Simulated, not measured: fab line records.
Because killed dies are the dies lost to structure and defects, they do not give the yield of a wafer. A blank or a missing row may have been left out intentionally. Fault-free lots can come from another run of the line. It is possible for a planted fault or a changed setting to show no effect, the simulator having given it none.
Chamber matching | flow n5-finfet | 4 sister chambers for N5_FIN_SAQP_ETCH_34 on rie-diel-03
The step etches SiO2 in C4F6/O2, target depth 45 nm, time 15 s. 8 wafers are shown with their chamber, then 7 later ones without.

WAFERS, EACH WITH ITS CHAMBER
wafer  | chamber | showerhead-plenum-p-Torr (Torr) | throttle-valve-pct (%)
L081.1 | 1       | 2.96                            | 21.48
L081.4 | 2       | 2.72                            | 21.55
L081.5 | 3       | 3.01                            | 20.84
L086.1 | 3       | 3.01                            | 20.86
L086.5 | 1       | 2.95                            | 21.50
L086.6 | 2       | 2.71                            | 21.58
L088.1 | 0       | 2.74                            | 21.08
L088.5 | 0       | 2.74                            | 21.07

WAFERS WHOSE CHAMBER IS MISSING
wafer  | showerhead-plenum-p-Torr (Torr) | throttle-valve-pct (%)
L088.6 | 2.95                            | 21.51
L091.1 | 2.95                            | 21.50
L091.2 | 2.74                            | 21.08
L091.3 | 3.00                            | 20.86
L095.3 | 2.94                            | 21.51
L095.5 | 3.05                            | 21.17
L095.6 | 3.00                            | 20.86

THE CHAMBER EACH PASSED THROUGH
wafer  | from the rows above | in truth
L088.6 | 1                   | 1
L091.1 | 1                   | 1
L091.2 | 0                   | 0
L091.3 | 3                   | 3
L095.3 | 1                   | 1
L095.5 | 3                   | 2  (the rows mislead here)
L095.6 | 3                   | 3
6 of 7 placed correctly. Number that these rows cannot place: 0. Wrongly placed: 1.
How it was worked out, from the rows above alone: a wafer's distance from a chamber is the root of the sum, over the readings, of the square of ((its reading less the chamber's mean) divided by the reading's scatter). If the next closest chamber is less than 2 further off than the closest, the wafer can't be placed; otherwise it belongs to the closest. The mean given for a chamber averages the wafers shown for that chamber. The scatter: the root of (the sum of the squares of (reading less its chamber's mean) over the shown wafers, divided by (wafers less chambers)).
